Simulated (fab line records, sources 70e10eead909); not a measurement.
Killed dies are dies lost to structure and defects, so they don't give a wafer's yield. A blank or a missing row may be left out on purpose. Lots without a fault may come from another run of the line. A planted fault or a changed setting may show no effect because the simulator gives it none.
Problem report in the 8D (eight disciplines) form, filled by code | flow nand_harc | the parts of the form that need people (team, actions taken, sign-off) are left out

1. THE PROBLEM
killed_at_periphery at NHARC_END_SORT_01 reads a mean of 640.0 on 2 wafers of 2 lots; wafers without a fault read 3.3 with a standard deviation of 2.2. That is +99 or more standard deviations from the usual mean.
First seen on wafer L110.3, day 21 11:51, on prober-01. The record holds 15 wafers of 5 lots with a number at this step. Rule for "out", or "out of limits": more than 4 standard deviations from the usual mean. The other wafers with a number count as sound.

2. WHAT IT IS AND WHAT IT IS NOT
question                    | is                                                                                                                      | is not
which readings at this step | killed_at_periphery, defect_limited_yield, killed_dies, sort_bin_2_pct, sort_n_pass, sort_rim_yield_pct, sort_yield_pct | killed_at_array, killed_at_other, killed_open, killed_short, sort_bin_3_pct, sort_bin_4_pct
which lots                  | L107, L110                                                                                                              | L113, L119, L122
which wafers of those lots  | L107.4, L110.3                                                                                                          | L107.2, L107.6, L110.2, L110.5
read on which gauges        | prober-01, prober-02                                                                                                    | -
when                        | from day 21 11:51                                                                                                       | up to then (2 sound wafers); but 11 sound wafers of L107, L110, L113, L119, L122 came after

3. SUSPECTS, AND WHAT RULES EACH OUT
Counting: a tool at a process step up to the reading stays a suspect if it ran every lot that is out. Sound lots after the first of them don't rule it out here, since some wafers of a struck lot are sound.
- the gauge at NHARC_END_SORT_01: ruled out. The wafers that are out were read on 2 gauges (prober-01, prober-02).
- pvd_sputter-02 at NHARC_P_M2_PVD_21 (deposits Cu, target thk 30 nm, time 20.49 s): kept. It ran every lot that is out, first L107 (day 8 00:12).
- rie_diel-09 at NHARC_A_BONDPAD_STRIP_15 (strips in O2): kept. It ran every lot that is out, first L107 (day 20 02:51).
- rie_diel-09 at NHARC_A_BONDPAD_ETCH_24 (etches the open film in CF4/N2, target depth 30 nm, time 72.99 s): kept. It ran every lot that is out, first L110 (day 20 20:22). NHARC_A_BONDPAD_ETCH_24 gives no start for some lots, so the hours and the order of its lots are those of NHARC_THIN_TSV_CD_MEAS_16.
Left after counting: pvd_sputter-02 at NHARC_P_M2_PVD_21, rie_diel-09 at NHARC_A_BONDPAD_STRIP_15, rie_diel-09 at NHARC_A_BONDPAD_ETCH_24.

4. THE CAUSE (what the simulator had put in)
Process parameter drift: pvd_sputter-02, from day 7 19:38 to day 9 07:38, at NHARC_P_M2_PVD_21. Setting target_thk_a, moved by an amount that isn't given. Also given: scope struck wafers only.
Counting left 3 suspects, and this tool is among them.

5. THE CHAIN OF EFFECTS, in route order
Each row: a reading whose mean over the struck wafers that have a number lies more than 3 standard deviations from the usual. Only readings for which the record gives a usual standard deviation are gone through. hours: the time from each lot's start at the first step in this table that gives one to its start at this step, as a median over the lots. sigmas: the change in usual standard deviations.
hours | step              | reading              | usual  | on struck wafers | change | sigmas
0     | NHARC_END_SORT_01 | defect_limited_yield | 95.7 % | 0.6              | -95.0  | -79
0     | NHARC_END_SORT_01 | killed_at_periphery  | 3.3    | 640.0            | +636.7 | +99 or more
0     | NHARC_END_SORT_01 | killed_dies          | 29     | 672              | +644   | +78
0     | NHARC_END_SORT_01 | sort_bin_2_pct       | 1.3 %  | 95.8             | +94.5  | +99 or more
0     | NHARC_END_SORT_01 | sort_n_pass          | 648    | 4                | -644   | -78
0     | NHARC_END_SORT_01 | sort_rim_yield_pct   | 94.3 % | 3.3              | -91.0  | -32
0     | NHARC_END_SORT_01 | sort_yield_pct       | 95.7 % | 0.6              | -95.0  | -79

6. WHAT WOULD HAVE CAUGHT IT SOONER
In this record the first reading out of limits at a measuring or inspecting step was taken at day 21 11:51, 328 hours after the fault began at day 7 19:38.
Of the tool readings at NHARC_P_M2_PVD_21 for which the record gives a usual standard deviation, none was out on any struck wafer, so an alarm limit of 4 standard deviations on them would not have fired.
All the lots that are out (2) had begun NHARC_P_M2_PVD_21 on pvd_sputter-02 by day 21 11:51. A hold on the tool at that time would have spared none of them.
